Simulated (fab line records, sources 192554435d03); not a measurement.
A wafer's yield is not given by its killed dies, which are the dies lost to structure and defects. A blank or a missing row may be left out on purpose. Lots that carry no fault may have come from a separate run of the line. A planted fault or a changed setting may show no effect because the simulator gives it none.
Split-lot experiment ; flow n5Finfet ; 21 wafers read from 7 lots, route of 1938 steps

ON THE SPLIT
At N5_BEOL_M2_TRENCH_ETCH_37 (etches SiOC in C4F6/O2, target depth 55.555 nm, time 29.2 s), the setting biasW was moved away from the recipe's 185 W on 5 of the 21 wafers read, by +6.2% to +11.3%. The other wafers ran this setting at the recipe's value.

Reading taken at the split's own step.

THE READING
rfVppV, in V, at N5_BEOL_M2_TRENCH_ETCH_37 (etches SiOC in C4F6/O2, target depth 55.555 nm, time 29.2 s). Fault-free wafers of this fab line usually give 666 V, standard deviation 4.1 V.

wafer;tool, chamber at the split;biasW as run, W;against the recipe;rfVppV, V;against lot-mates on the recipe
L079.1;rieDiel-01, 2;185;recipe;666;-
L079.4;rieDiel-01, 3;185;recipe;669;-
L079.6;rieDiel-01, 2;185;recipe;665;-
L080.2;rieDiel-01, 1;185;recipe;671;-
L080.3;rieDiel-01, 2;185;recipe;664;-
L080.6;rieDiel-01, 2;185;recipe;666;-
L083.2;rieDiel-06, 1;185;recipe;665;-
L083.3;rieDiel-06, 3;185;recipe;657;-
L083.4;rieDiel-06, 0;185;recipe;664;-
L086.4;rieDiel-01, 2;185;recipe;665;-
L086.5;rieDiel-01, 0;185;recipe;666;-
L086.6;rieDiel-01, 3;185;recipe;669;-
L088.1;rieDiel-01, 3;185;recipe;668;-
L088.4;rieDiel-01, 1;196.5;+6.2%;703;+35
L088.6;rieDiel-01, 0;196.5;+6.2%;697;+29
L089.4;rieDiel-02, 1;202.9;+9.7%;711;+44
L089.5;rieDiel-02, 1;185;recipe;661;-
L089.6;rieDiel-02, 0;185;recipe;673;-
L094.2;rieDiel-06, 1;205.9;+11.3%;721;+56
L094.3;rieDiel-06, 0;185;recipe;665;-
L094.6;rieDiel-06, 1;205.9;+11.3%;723;+58

THE FIT
A straight line over all 21 wafers: rfVppV changes by +4.98 V for each +1% of biasW; r = +0.98; the points scatter about the line by 3.7 V.
The same after taking each lot's own level away (the mean of its wafers on the recipe; 21 wafers): +4.95 V for each +1%; r = +0.99; scatter 3.2 V.
The reading moves by 56 V for the largest change in biasW, on that fit.
The span of the lots' own levels, 662.0 to 668.0 V, comes to 1.5 times the standard deviation stated above.
Hence the lot-to-lot level has little effect on the slope; both slopes agree.
Check: with one of the wafers moved furthest among these (+11.3%) left out of the fit, the line predicts +56 V for it against its lot-mates. It came out at +56 V against them.
Tool readings at the split's step, against how far the setting was moved: rfVppV r = +0.98.

ADDITIONAL SPLITS CARRIED BY THESE WAFERS
Before the reading, these wafers also passed through other splits. Each is held against what the fit with the lots' levels taken away leaves over:
other split on the same wafers;wafers away from the commonest value;r with rfVppV (lot level and that fit taken away)
N5_BEOL_M0_SAQP_PECVD_96 timeS;8;+0.01
N5_BEOL_M1_PECVD_72 timeS;7;+0.17
N5_BEOL_M1_COAT_61 spinRpm;9;+0.07
N5_BEOL_M1_SPUTTER_48 timeS;8;+0.01

FILE'S OWN FIT
rfVppV changes by +4.86 V for each +1% of biasW, r = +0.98.
